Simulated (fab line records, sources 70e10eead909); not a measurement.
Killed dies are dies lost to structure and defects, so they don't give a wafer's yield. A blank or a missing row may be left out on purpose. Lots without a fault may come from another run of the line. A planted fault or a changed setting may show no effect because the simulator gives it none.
Which tool did it? | flow nand_harc | 6 lots, 18 wafers sampled, at 3 steps of a route of 1302

WHAT THE GAUGES READ, wafer by wafer
NHARC_A_ONON_D1_THK_MEAS_18: measures by ellipsometry.
lot  | measured     | on            | thk_nm (nm)
L901 | day 8 12:05  | film_metro-02 | 1016 1015 1015
L903 | day 9 03:31  | film_metro-01 | 991 992 991
L905 | day 10 02:26 | film_metro-01 | 988 989 989
L908 | day 12 06:09 | film_metro-02 | 990 991 990
L914 | day 14 06:20 | film_metro-02 | 1008 1008 1008
L920 | day 16 15:55 | film_metro-01 | 1620 1620 1621 1621 1620 1619

WHICH TOOL RAN EACH LOT (tool, then ch and the chambers of the sampled wafers, then the start)
lot  | NHARC_P_BONDPAD_ACTIVATE_29        | NHARC_A_ONON_D1_DEP_16
L901 | rie_diel-04 ch 0,1,3, day 7 01:38  | pecvd_onon-01 ch 0, day 8 11:34
L903 | rie_diel-04 ch 2,3, day 7 18:17    | pecvd_onon-01 ch 0, day 9 03:04
L905 | rie_diel-03 ch 0,2, day 8 16:23    | pecvd_onon-01 ch 0, day 10 01:59
L908 | rie_diel-04 ch 1,2,3, day 10 16:32 | pecvd_onon-03 ch 0, day 12 05:41
L914 | rie_diel-10 ch 0,1,3, day 12 22:33 | pecvd_onon-03 ch 0, day 14 05:49
L920 | rie_diel-03 ch 1,2, day 15 06:25   | pecvd_onon-01 ch 0, day 16 15:25
- NHARC_P_BONDPAD_ACTIVATE_29: chemistry N2, time 60 s.
- NHARC_A_ONON_D1_DEP_16: target thk 1000 nm.

THE ANSWER, worked out from the rows above alone
Rule: what is usual is taken from the lots themselves. Put in order of their means at a reading, lots are off if they are a third of the lots or fewer, leave a main group of 4 or more, and stand apart from it by a gap of 3 or more times the standard deviation of the main group's means; of several such gaps the widest counts. A main group whose means are all the same, to the digits that the tables above print for the reading, isn't used. A lot without any number at a reading at which 4 lots or more have one is off too. The other lots that the step has rows for count as sound.
Off: L920, at NHARC_A_ONON_D1_THK_MEAS_18 (thk_nm). The main group: mean 999 nm, standard deviation 11.
A tool fits if, at a process step before that reading, it ran every lot that is off, and no sound lot after the first of them. The gauges at NHARC_A_ONON_D1_THK_MEAS_18 are tried like those tools. Can't be told from this: 3 tools fit, rie_diel-03 at NHARC_P_BONDPAD_ACTIVATE_29, pecvd_onon-01 at NHARC_A_ONON_D1_DEP_16, film_metro-01 at NHARC_A_ONON_D1_THK_MEAS_18.

WHAT THE SIMULATOR HAD PUT IN
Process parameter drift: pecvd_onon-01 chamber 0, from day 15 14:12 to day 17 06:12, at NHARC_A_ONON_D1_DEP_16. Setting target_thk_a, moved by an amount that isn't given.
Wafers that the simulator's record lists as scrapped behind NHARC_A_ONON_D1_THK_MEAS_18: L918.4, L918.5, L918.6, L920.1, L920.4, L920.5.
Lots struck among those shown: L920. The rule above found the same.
